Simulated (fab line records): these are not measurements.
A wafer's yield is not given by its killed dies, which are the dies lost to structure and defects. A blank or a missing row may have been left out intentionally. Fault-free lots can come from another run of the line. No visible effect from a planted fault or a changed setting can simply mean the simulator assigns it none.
fab line records | flow n5_finfet
[record] lots = 3 | wafers = 9 | last_day = 19
route steps=1938 shown BEOL_M12@1627 BEOL_M13@1659 BEOL_M15@1830
lots with no fault: from the same line, run without faults
start_h: hours from the record's opening day to when the first of the lot's shown wafers began | wait_h: time in hours since the lot's previous step | " repeats the value in the row above | L1.1+2: several wafers, shown together as one row | - no value present, or no start provided | * or withheld: withheld | < > ~ a bound
route shown NAME@n: names a module that has steps shown in the file, with the first one's number in the route | usual: mean/standard deviation taken from wafers without a fault | same: alike in all rows | chamber/n: place in a boat | sites: per-site readings | _std_site: the standard deviation of these | _edge_site: outer sites' mean less inner sites' | radius_mm: for every site, how far away it sits from the centre of the wafer | mask NAME#n: copy n | behind: tool/chamber where the wafer was last shaped | hold: what put the lot on hold/how long, in hours/how the hold closed | device: which transistor (n, p or np) failed to switch | end of line: tests of these same wafers at the route's end | a step given without rows: its recipe and nothing more | killed: dies lost to structure and defects at the first sort, not the wafer's yield | map: the dies of a wafer, with x for killed, . for not killed, _ for no die there
set.NAME: the run value of the setting; set.NAME@STEP: its run value at that earlier step | model.NAME: the simulator's own value behind a step, which no gauge read
lots at selected steps of the route; one table per step, one row per wafer
services: when a tool's chamber went out of use (start_h, in hours from the record's first day, below 0 if earlier), for how many hours, and the reason
[[steps]]
[step N5_BEOL_M12_SOFTBAKE_23]
[recipe] temp_c = 130 | time_s = 60
[step N5_BEOL_M12_EXPOSE_25]
[recipe] mask_id = M12 | na = 0.93 | source_shape = conventional | sigma_outer = 0.4 | polarization = unpolarized | dose_mj = 21.8
[step N5_BEOL_M12_PEB_26]
[recipe] peb_temp_c = 130 | peb_time_s = 90
[step N5_BEOL_M12_DEVELOP_27]
[recipe] develop_time_s = 45 | rinse_liquid = diw | dry = air_spin | dev_temp_c = 21
[step N5_BEOL_M12_HARDBAKE_32]
[recipe] temp_c = 130 | time_s = 120
[step N5_BEOL_M12_DESCUM_33]
[recipe] chemistry = O2 | time_s = 7.9 | source_power_w = 50 | bias_power_w = 20 | pressure_mtorr = 20 | rf_frequency_hz = 2.712e+07 | temp_c = 40 | o2_flow_sccm = 225
[step N5_BEOL_M12_ETCH_67]
[recipe] chemistry = CF4 | target = SiARC | target_depth_a = 1430 | time_s = 238.3 | ion_energy_ev = 80 | pressure_mtorr = 40 | source_w = 545 | bias_w = 36 | Ar_flow_sccm = 100 | cf4_flow_sccm = 100 | ends = cleared
[step N5_BEOL_M12_ETCH_68]
[recipe] chemistry = N2/H2 | target = SOC | mask_material = SiARC | source_w = 3000 | bias_w = 350 | temp_c = 40 | time_s = 285 | ion_energy_ev = 200 | pressure_mtorr = 30 | n2_flow_sccm = 200 | h2_flow_sccm = 200
[step N5_BEOL_M12_STRIP_69]
[recipe] chemistry = N2/H2 | temp_c = 40 | n2_flow_sccm = 200 | h2_flow_sccm = 200 | rf_frequency_hz = 6e+07
[step N5_BEOL_M12_TRENCH_ETCH_34]
[recipe] chemistry = C4F8/O2/Ar | target = SiOC | target_depth_a = 3189.5 | mask_material = SOC | pressure_mtorr = 30 | source_w = 3000 | bias_w = 700 | Ar_flow_sccm = 400 | C4F8_flow_sccm = 15 | O2_flow_sccm = 8 | he_inner_torr = 15 | he_outer_torr = 30 | time_s = 125.5 | ion_energy_ev = 250
[usual] drypump_motor_current_A = 5.9/0.48 | he_inner_torr = 14.994/0.028 | oes_product_au = 0.81/0.087 | rf_vpp_V = 665/3.8 | showerhead_plenum_p_Torr = 3.41/0.13 | throttle_valve_pct = 24.1/0.32
lot.wafer | tool        | chamber | start_h | wait_h | drypump_motor_current_A | he_inner_torr | oes_product_au | rf_hours_counter_h | rf_vpp_V | showerhead_plenum_p_Torr | throttle_valve_pct | model.etch.depth_nm
L561.2    | rie_diel-03 | 1       | 314.06  | 0.0    | 5.2                     | 14.984        | 0.87           | 40                 | 669      | 3.48                     | 23.9               | 312.5
L561.5    | "           | 1       | "       | "      | 5.2                     | 14.992        | 0.87           | -                  | 668      | 3.48                     | 23.8               | 309.8
L561.6    | "           | 2       | "       | "      | 5.3                     | 15.019        | 0.72           | -                  | 663      | 3.28                     | 23.9               | 311.1
L577.3    | rie_diel-03 | 1       | 416.67  | 0.0    | 5.2                     | 14.950        | 0.82           | 78                 | 666      | 3.46                     | 23.9               | 313.7
L577.4    | "           | 2       | "       | "      | 5.3                     | 15.045        | 1.00           | 213                | 660      | 3.26                     | 24.1               | 532
L577.6    | "           | 3       | "       | "      | 6.5                     | 14.972        | 0.89           | -                  | 667      | 3.46                     | 23.8               | 322.8
L579.1    | rie_diel-01 | 2       | 417.12  | 0.0    | 6.5                     | 14.988        | 0.69           | 236                | 659      | 3.23                     | 24.6               | 311.6
L579.3    | "           | 3       | "       | "      | 5.9                     | 14.987        | 0.81           | 125                | 661      | 3.31                     | 23.9               | 325
L579.6    | "           | 1       | "       | "      | 5.8                     | 14.961        | 0.80           | -                  | 662      | 3.28                     | 24.2               | 323
[step N5_BEOL_M12_STRIP_70]
[recipe] chemistry = C4F8/O2/Ar | resist = SiARC | rf_frequency_hz = 6e+07
[step N5_BEOL_M12_OCD_MEAS_35]
[usual] trench_depth_nm = 317/5.9
lot.wafer | tool   | chamber | start_h | wait_h | trench_depth_nm
L561.2    | ocd-02 | -       | 314.21  | 0.0    | 312
L561.5    | "      | -       | "       | "      | 310
L561.6    | "      | -       | "       | "      | 311
L577.3    | ocd-01 | -       | 416.82  | 0.0    | 314
L577.4    | "      | -       | "       | "      | 532
L577.6    | "      | -       | "       | "      | 323
L579.1    | ocd-02 | -       | 417.28  | 0.0    | 312
L579.3    | "      | -       | "       | "      | 325
L579.6    | "      | -       | "       | "      | 323
[step N5_BEOL_M12_STRIP_37]
[recipe] chemistry = N2/H2 | power_w = 1000 | temp_c = 250 | h2_frac = 0.65 | overash_fraction = 0.3 | pressure_mtorr = withheld | n2_flow_sccm = 1750 | h2_flow_sccm = 3250
[step N5_BEOL_M12_ETCH_38]
[recipe] chemistry = CF4/N2 | target = SiCN | target_depth_a = 687 | taper_deg = 2 | time_s = 73.4 | ion_energy_ev = 150 | mask_material = SiO2 | pressure_mtorr = 40 | source_w = 430 | bias_w = 70 | Ar_flow_sccm = 100 | cf4_flow_sccm = 60 | n2_flow_sccm = 60
[step N5_BEOL_M12_PRECLEAN_39]
[recipe] chemistry = residue_remover | time_s = 60 | temp_c = 40
[step N5_BEOL_M12_SRD_40]
[recipe] time_s = 30 | temp_c = 23 | rinse_liquid = diw | dry = n2_spin | spin_rpm = 1500 | dry_time_s = 30
[step N5_BEOL_M12_DEGAS_41]
[recipe] ambient = vacuum | temp_c = 250 | time_s = 60
[step N5_BEOL_M12_PRE_CLEAN_42]
[recipe] gas = H2/He | time_s = 30 | temp_c = 250
[step N5_BEOL_M12_SPUTTER_43]
[recipe] material = TaN | target_thk_a = 150 | temp_c = 50 | bias_v = 168.6 | power_w = 15000 | chamber_pressure_pa = 0.12 | time_s = 24.19
[step N5_BEOL_M12_SPUTTER_44]
[recipe] material = Ta | target_thk_a = 100 | temp_c = 50 | bias_v = 80 | power_w = 15000 | chamber_pressure_pa = 0.07 | time_s = 16.13
[step N5_BEOL_M12_SPUTTER_45]
[recipe] material = Cu | target_thk_a = 800 | temp_c = -20 | bias_v = 60 | power_w = 26000 | chamber_pressure_pa = 0.13 | time_s = 13.33
[step N5_BEOL_M12_ECD_47]
[recipe] material = Cu | target_thk_a = 7200
[step N5_BEOL_M12_ANNEAL_48]
[recipe] temp_c = 225 | time_s = 90 | ambient = N2
[step N5_BEOL_M12_CMP_49]
[recipe] stop_on = SiOC | t_overpolish_s = 20.6 | down_force_psi = 1 | platen_rpm = 50 | clearing_platen_down_force_psi = 1.5 | clearing_platen_rpm = 50 | post_cmp_clean = cu_alkaline | target_thk_nm = 320 | clearing_platen_pad_velocity_m_s = 0.99484 | pad_velocity_m_s = 0.99484
[usual] barrier_field_endpoint_s = 30.3/0.67 | clearing_platen_rpm = 50.002/0.028 | motor_current_A = 6.2/0.55 | overpolish_run_s = 20.600/0.0087 | slurry_filter_dp_kPa = 13.50/0.16 | slurry_flow_ml_min = 150.0/0.43
lot.wafer | tool   | chamber | start_h | wait_h | barrier_field_endpoint_s | clearing_platen_rpm | motor_current_A | overpolish_run_s | slurry_filter_dp_kPa | slurry_flow_ml_min | model.Cu_of_BEOL_M12_ECD_47.thk_nm
L561.2    | cmp-03 | 0       | 316.29  | 0.2    | 30.4                     | 50.006              | 5.9             | 20.599           | 13.27                | 150.6              | 313.4
L561.5    | "      | 0       | "       | "      | 30.3                     | 50.005              | 5.7             | 20.590           | 13.63                | 149.9              | 309.8
L561.6    | "      | 1       | "       | "      | 30.5                     | 50.002              | 5.8             | 20.590           | 13.23                | 149.8              | 311
L577.4    | cmp-04 | 0       | 423.04  | 0.1    | 31.2                     | 50.041              | 5.8             | 20.601           | 13.52                | 149.9              | 533.8
L577.3    | "      | 1       | "       | "      | 30.3                     | 49.999              | 6.0             | 20.609           | 13.51                | 150.9              | 313.8
L577.6    | "      | 1       | "       | "      | 29.8                     | 50.006              | 6.6             | 20.608           | 13.81                | 149.8              | 322.4
L579.1    | cmp-02 | 1       | 423.62  | 0.3    | 31.1                     | 50.064              | 6.5             | 20.595           | 13.67                | 150.1              | 312
L579.3    | "      | 2       | "       | "      | 31.4                     | 50.007              | 6.8             | 20.599           | 13.54                | 149.4              | 327.4
L579.6    | "      | 1       | "       | "      | 30.5                     | 50.064              | 6.6             | 20.606           | 13.39                | 149.3              | 324
[step N5_BEOL_M12_THK_MEAS_50]
[recipe] thk_meas_gauge = xrf | reads = Cu_of_BEOL_M12_ECD_47
[usual] M12_THK = 318/7.1
lot.wafer | tool          | chamber | start_h | wait_h | M12_THK[nm]
L561.2    | film_metro-02 | -       | 316.59  | -      | 311
L561.5    | "             | -       | "       | "      | 307
L561.6    | "             | -       | "       | "      | 310
L577.3    | film_metro-02 | -       | 423.34  | -      | 314
L577.4    | "             | -       | "       | "      | 532
L577.6    | "             | -       | "       | "      | 321
L579.1    | film_metro-01 | -       | 423.88  | -      | 308
L579.3    | "             | -       | "       | "      | 326
L579.6    | "             | -       | "       | "      | 322
[step N5_BEOL_M12_PRE_CLEAN_52]
[recipe] gas = NH3 | time_s = 15 | temp_c = withheld | rf_power_w = 300
[step N5_BEOL_M12_DEP_53]
[recipe] material = SiCN | target_thk_a = 300 | temp_c = withheld | precursor = 3MS/NH3 | pressure_torr = 3 | rf_w = 675 | time_s = 10.5
[step N5_BEOL_M12_RS_MEAS_54]
[recipe] thk_meas_gauge = four-point-probe | reads = Cu_of_BEOL_M12_ECD_47+Ta_of_BEOL_M12_SPUTTER_44+TaN_of_BEOL_M12_SPUTTER_43
[usual] M12_RS = 0.0605/0.0012
lot.wafer | tool          | chamber | start_h | wait_h | M12_RS[ohm/sq]
L561.2    | film_metro-01 | -       | 316.71  | 0.0    | 0.0612
L561.5    | "             | -       | "       | "      | 0.0621
L561.6    | "             | -       | "       | "      | 0.0617
L577.3    | film_metro-02 | -       | 423.46  | 0.0    | 0.0612
L577.4    | "             | -       | "       | "      | 0.0353
L577.6    | "             | -       | "       | "      | 0.0595
L579.1    | film_metro-01 | -       | 424.01  | 0.0    | 0.0616
L579.3    | "             | -       | "       | "      | 0.0584
L579.6    | "             | -       | "       | "      | 0.0592
[step N5_BEOL_M13_ILD_DEP_00]
[recipe] material = SiOC | target_thk_a = 8379.2 | temp_c = 350 | precursor = DEMS/O2 | pressure_torr = 5 | rf_w = 500 | time_s = 166.4
[step N5_BEOL_M13_COAT_58]
[recipe] resist = BARC | temp_c = 205 | time_s = 60 | spin_rpm = 1500 | resist_thk_nm = 89
[step N5_BEOL_M13_COAT_04]
[recipe] spin_rpm = 1625 | resist_thk_nm = 400
[step N5_BEOL_M13_EBR_06]
[recipe] solvent = PGMEA | ebr_width_mm = 1.5
[step N5_BEOL_M13_SOFTBAKE_05]
[recipe] temp_c = 130 | time_s = 60
[step N5_BEOL_M13_EXPOSE_07]
[recipe] mask_id = V12 | na = 0.93 | source_shape = conventional | sigma_outer = 0.6 | polarization = unpolarized | attpsm_phase_deg = 180 | dose_mj = 24.8
[step N5_BEOL_M13_PEB_08]
[recipe] peb_temp_c = 130 | peb_time_s = 90
[step N5_BEOL_M13_DEVELOP_09]
[recipe] develop_time_s = 45 | rinse_liquid = diw | dry = air_spin | dev_temp_c = 21
[step N5_BEOL_M13_HARDBAKE_14]
[recipe] temp_c = 130 | time_s = 120
[step N5_BEOL_M15_RC_MEAS_101]
[usual] etest_temp_c = 25.01/0.091 | COMB_M10 = 1.5e-11/3.7e-12 | COMB_M11 = 1.4e-11/3e-12 | COMB_M13 = 5e-12/1.1e-12 | COMB_M14 = 3.6e-12/8.2e-13 | COMB_M15 = 2.7e-12/7.1e-13 | COMB_M5 = 3.9e-11/8.6e-12 | COMB_M6 = 2.5e-11/5.7e-12 | COMB_M7 = 2.6e-11/5.5e-12 | COMB_M8 = 2.6e-11/5.4e-12 | COMB_M9 = 1.43e-11/3e-12 | SERP_M10 = 3.11/0.083 | SERP_M11 = 3.07/0.073 | SERP_M11_max_site = 3.15/0.078 | SERP_M12 = 0.643/0.02 | SERP_M12_max_site = 0.655/0.021 | SERP_M13 = 0.310/0.0051 | SERP_M14 = 0.163/0.0032 | SERP_M5 = 38.7/1.9 | SERP_M6 = 14.0/0.66 | SERP_M7 = 13.8/0.55 | SERP_M8 = 14.3/0.52 | SERP_M8_max_site = 14.8/0.58 | SERP_M9 = 3.05/0.079 | SERP_M9_max_site = 3.15/0.089
lot.wafer | tool      | chamber | start_h | wait_h | etest_temp_c | COMB_M10[S/m] | COMB_M11[S/m] | COMB_M13[S/m] | COMB_M14[S/m] | COMB_M15[S/m] | COMB_M5[S/m] | COMB_M6[S/m] | COMB_M7[S/m] | COMB_M8[S/m] | COMB_M9[S/m] | SERP_M10[ohm/um] | SERP_M11[ohm/um] | SERP_M11_max_site[ohm/um] | SERP_M12[ohm/um] | SERP_M12_max_site[ohm/um] | SERP_M13[ohm/um] | SERP_M14[ohm/um] | SERP_M5[ohm/um] | SERP_M6[ohm/um] | SERP_M7[ohm/um] | SERP_M8[ohm/um] | SERP_M8_max_site[ohm/um] | SERP_M9[ohm/um] | SERP_M9_max_site[ohm/um]
L561.2    | prober-02 | 0       | 334.45  | 0.2    | 24.91        | 1.3e-11       | 1.4e-11       | 4.5e-12       | 2.9e-12       | 2.1e-12       | 2.8e-11      | 2e-11        | 1.5e-11      | 2.7e-11      | 1.09e-11     | 3.21             | 2.99             | 3.07                      | 0.680            | 0.693                     | 0.313            | 0.162            | 36.3            | 14.2            | 12.5            | 14.1            | 14.9                     | 3.03            | 3.09
L561.5    | "         | 0       | "       | "      | 25.07        | 1.3e-11       | 8e-12         | 3.5e-12       | 1.7e-12       | 2.3e-12       | 2.7e-11      | 1.7e-11      | 1.6e-11      | 2.8e-11      | 1.28e-11     | 3.09             | 2.99             | 3.08                      | 0.652            | 0.681                     | 0.316            | 0.164            | 36.9            | 15.2            | 14.1            | 13.9            | 14.6                     | 3.22            | 3.36
L561.6    | "         | 0       | "       | "      | 25.14        | 1.2e-11       | 1.1e-11       | 6e-12         | 2.1e-12       | 2.7e-12       | 2.6e-11      | 2.8e-11      | 1.5e-11      | 2.6e-11      | 1.34e-11     | 3.08             | 3.03             | 3.08                      | 0.654            | 0.661                     | 0.312            | 0.162            | 35.8            | 13.9            | 13.9            | 14.1            | 14.4                     | 3.14            | 3.20
L577.3    | prober-02 | 0       | 441.17  | 0.3    | 24.82        | 1.1e-11       | 1.2e-11       | 5.4e-12       | 2.9e-12       | 1.9e-12       | 3e-11        | 2.4e-11      | 1.5e-11      | 2.5e-11      | 1.63e-11     | 3.18             | 3.14             | 3.19                      | 0.650            | 0.676                     | 0.309            | 0.162            | 38.0            | 13.6            | 14.0            | 13.6            | 14.3                     | 3.17            | 3.23
L577.4    | "         | 0       | "       | "      | 24.96        | 1.3e-11       | 1.2e-11       | 6.8e-12       | 3.4e-12       | 1.7e-12       | 3.9e-11      | 2.3e-11      | 2.3e-11      | 2e-11        | 1.35e-11     | 3.15             | 3.03             | 3.12                      | 0.381            | 0.386                     | 0.317            | 0.164            | 40.5            | 13.4            | 13.8            | 14.2            | 15.3                     | 3.11            | 3.23
L577.6    | "         | 0       | "       | "      | 24.94        | 1.7e-11       | 1.2e-11       | 4.9e-12       | 2.4e-12       | 1.8e-12       | 4.5e-11      | 1.3e-11      | 2.4e-11      | 2.6e-11      | 1.14e-11     | 3.07             | 2.96             | 3.05                      | 0.628            | 0.648                     | 0.315            | 0.160            | 40.2            | 13.5            | 13.8            | 13.4            | 13.9                     | 3.14            | 3.27
L579.1    | prober-02 | 0       | 444.67  | 0.0    | 24.93        | 9e-12         | 1.2e-11       | 5e-12         | 5.1e-12       | 2.6e-12       | 3.9e-11      | 2.3e-11      | 1.7e-11      | 3.2e-11      | 1.36e-11     | 3.23             | 2.93             | 3.04                      | 0.657            | 0.663                     | 0.311            | 0.160            | 36.2            | 14.3            | 14.4            | 14.4            | 14.9                     | 2.99            | 3.09
L579.3    | "         | 0       | "       | "      | 24.95        | 7e-12         | 1.1e-11       | 5.3e-12       | 3e-12         | 2e-12         | 5.5e-11      | 2.6e-11      | 2.8e-11      | 3.1e-11      | 1.66e-11     | 2.96             | 3.16             | 3.23                      | 0.610            | 0.619                     | 0.311            | 0.159            | 36.3            | 15.2            | 14.7            | 14.3            | 14.5                     | 3.07            | 3.12
L579.6    | "         | 0       | "       | "      | 24.91        | 1.6e-11       | 1.4e-11       | 6.1e-12       | 3.6e-12       | 3.2e-12       | 3.4e-11      | 2.6e-11      | 2.2e-11      | 3.5e-11      | 1.69e-11     | 3.22             | 3.04             | 3.10                      | 0.630            | 0.656                     | 0.312            | 0.164            | 35.0            | 14.1            | 14.1            | 13.9            | 14.4                     | 2.95            | 2.99
// sites SERP_M12 radius_mm=0,75,75,75,75,140,140,140,140
L561.2 0.685 0.692 0.693 0.680 0.677 0.674 0.670 0.685 0.676
L577.3 0.639 0.676 0.664 0.646 0.647 0.642 0.652 0.666 0.650
L579.1 0.663 0.662 0.657 0.648 0.643 0.648 0.661 0.648 0.658
[[services]]
tool        | chamber | start_h | hours | kind
rie_diel-03 | 3       | 303.59  | -     | clean
rie_diel-03 | 3       | 303.59  | -     | consumable_replace:focus_ring
rie_diel-03 | 3       | 303.59  | 24.1  | scheduled_down
rie_diel-03 | 3       | 303.59  | 24.1  | vent_cycle
cmp-02      | -       | 331.91  | 3.7   | repair
cmp-03      | -       | 331.94  | 1.0   | repair
cmp-03      | -       | 334.66  | 2.1   | repair
rie_diel-01 | 0       | 335.79  | -     | clean
rie_diel-01 | 0       | 335.79  | -     | consumable_replace:focus_ring
rie_diel-01 | 0       | 335.79  | 19.3  | scheduled_down
cmp-03      | -       | 337.78  | 1.4   | repair
cmp-04      | -       | 340.38  | 1.5   | repair
cmp-03      | -       | 342.91  | 4.0   | pm
rie_diel-03 | 0       | 346.69  | 3.6   | repair
rie_diel-03 | 3       | 355.22  | 1.7   | repair
cmp-03      | -       | 356.83  | 1.2   | repair
cmp-02      | -       | 357.00  | 0.5   | repair
rie_diel-03 | 0       | 357.58  | 3.6   | repair
cmp-02      | -       | 362.91  | 10.7  | pm
cmp-03      | -       | 366.82  | 1.3   | repair
cmp-04      | -       | 371.44  | 7.4   | repair
rie_diel-03 | -       | 374.21  | 0.7   | repair
cmp-02      | -       | 384.46  | 2.4   | repair
cmp-04      | -       | 390.71  | 4.0   | pm
[[key]]
[first_sign] step = N5_BEOL_M12_OCD_MEAS_35 | reading = trench_depth_nm | direction = up | sigmas = 37 | usual = 317 | struck = 532
[effect] step = N5_BEOL_M12_THK_MEAS_50 | reading = M12_THK | direction = up | sigmas = 30 | usual = 318 | struck = 532
[effect] step = N5_BEOL_M12_RS_MEAS_54 | reading = M12_RS | direction = down | sigmas = 21 | usual = 0.0605 | struck = 0.0353
[effect] step = N5_BEOL_M15_RC_MEAS_101 | reading = SERP_M12 | direction = down | sigmas = 13 | usual = 0.643 | struck = 0.381
[model_effect] step = N5_BEOL_M12_TRENCH_ETCH_34 | value = etch.depth_nm | without = 309.9 | struck = 532
[model_effect] step = N5_BEOL_M12_CMP_49 | value = Cu_of_BEOL_M12_ECD_47.thk_nm | without = 311.6 | struck = 533.8
met_at N5_BEOL_M12_TRENCH_ETCH_34
struck_wafers L577.4
onset_between 314.06 416.67
[fault] kind = process_parameter_drift | tool = rie_diel-03 | chamber = 2 | onset_h = 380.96 | steps = N5_BEOL_M12_TRENCH_ETCH_34 | channel = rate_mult | offset = 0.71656 | shape = step | end_h = 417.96
